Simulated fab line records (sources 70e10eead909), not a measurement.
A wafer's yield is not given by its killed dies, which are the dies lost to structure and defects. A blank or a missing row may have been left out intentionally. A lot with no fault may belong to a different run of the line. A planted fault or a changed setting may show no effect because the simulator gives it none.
Struck lot and sound lot, side by side + flow nand harc + 13 steps out of a route of 1159
Sound: the wafers L815.2, L815.5, L815.6. Struck: wafer L818.6; the same lot's L818.3 was not struck, so it is left out; see the end for the cause.
Each step with rows lists, per side, the tool, then ch with its chambers, then its first start. Under that, the readings that differ: sound wafers + struck wafers + difference of the means + sigmas: that difference in standard deviations of wafers without a fault.
alike: readings with means less than 2 such deviations apart, plus words and numbers identical on both sides. not compared: withheld readings, readings lacking a value on some wafer, bounds such as >300 that could conceal the same value, and numbers that have no deviation in the record and whose values overlap.
A row with sigmas, a row that says differs or no value, or rows on one side alone: a step with any of these is where the two part. Non-overlapping numbers with no deviation appear without sigmas and do not part them. A reading that every wafer of one side lacks parts them only if that side has two wafers or more.

NHARC_A_WL_FILL_RTA_01: time 5 s.
  sound on rtp anneal-01 ch 0, day 15 11:19; struck on rtp anneal-01 ch 0, day 16 18:55
  alike: lamp power pct, wafer_temp_C_max
then, 1 step without rows for these wafers: NHARC_A_WL_FILL_ALD_02 (deposits TiN, target thk 2 nm, pulse time 3 s, ald cycles 100).
NHARC_A_WL_FILL_CVD_03: deposits W, target thk 40 nm, time 3302 s.
  sound on cvd w-02 ch 0,1, day 15 12:25; struck on cvd w-01 ch 0, day 17 03:22
  alike: heater power w, throttle valve pct
NHARC_A_WL_FILL_ETCHBACK_04: etches the open film in NF3, target depth 60 nm, time 120 s.
  sound on rie metal-01 ch 0,1, day 15 15:44; struck on rie metal-03 ch 0, day 17 04:25
  alike: drypump motor current A, oes product au
  not compared: rf hours counter h
NHARC_A_WL_FILL_ETCHBACK_05: etches the open film in Cl2/BCl3, target depth 22 nm, time 60 s.
  sound on rie metal-01 ch 0,1, day 15 15:58; struck on rie metal-03 ch 1, day 17 04:35
| reading               | sound             | struck | difference | sigmas |
|-----------------------|-------------------|--------|------------|--------|
| oes product au (a.u.) | 1.000 0.988 0.994 | 0.971  | -0.023     | -2     |
  alike: drypump motor current A
  not compared: rf hours counter h
NHARC_A_WL_FILL_STRIP_27: strips in N2/H2, time 20 s.
  sound on plasma asher-01 ch 0,1, day 15 16:07; struck on plasma asher-02 ch 1, day 17 04:46
| reading             | sound          | struck | difference | sigmas |
|---------------------|----------------|--------|------------|--------|
| rf refl power W (W) | 16.7 16.1 16.3 | 19.9   | +3.5       | +2     |
  alike: drypump motor current A, heater power w
  not compared: rf hours counter h
then, 4 steps without rows for these wafers: NHARC_A_WL_FILL_STRIP_28 (strips in post etch residue remover, time 1200 s); NHARC_A_WL_FILL_PRECLEAN_06 (cleans in DIW, time 300 s); NHARC_A_WL_FILL_SRD_07; NHARC_A_WL_FILL_ANNEAL_08 (time 1800 s).
NHARC_A_WL_FILL_ALD_10: deposits SiO2, target thk 50 nm, pulse time 10 s, ald cycles 500.
  sound on ald hk-02 ch 2,3, day 15 21:54; struck on ald hk-02 ch 3, day 17 11:58
| reading    | sound       | struck | difference | sigmas |
|------------|-------------|--------|------------|--------|
| ald cycles | 500 500 500 | 569    | +69        |        |
  alike: heater power w, precursor pulse height rel
then, 1 step without rows for these wafers: NHARC_A_WL_FILL_ETCHBACK_16 (etches the open film in C4F8/O2/Ar, target depth 88 nm, time 17.6 s).
-- the record jumps here: 4 days lie between the struck wafers' starts before and after (it left off in module A_WL_FILL and takes up again in module END, whose first step shown is number 1159 of the route) --
NHARC_END_SORT_01:
  the record has rows for the struck wafers here (prober-01 ch 0, day 21 05:40) and none for the sound ones

## WHERE THEY PART
Earliest at NHARC_A_WL_FILL_ETCHBACK_05; latest, in this record, at NHARC_END_SORT_01.

WHY: what had been put in by the simulator
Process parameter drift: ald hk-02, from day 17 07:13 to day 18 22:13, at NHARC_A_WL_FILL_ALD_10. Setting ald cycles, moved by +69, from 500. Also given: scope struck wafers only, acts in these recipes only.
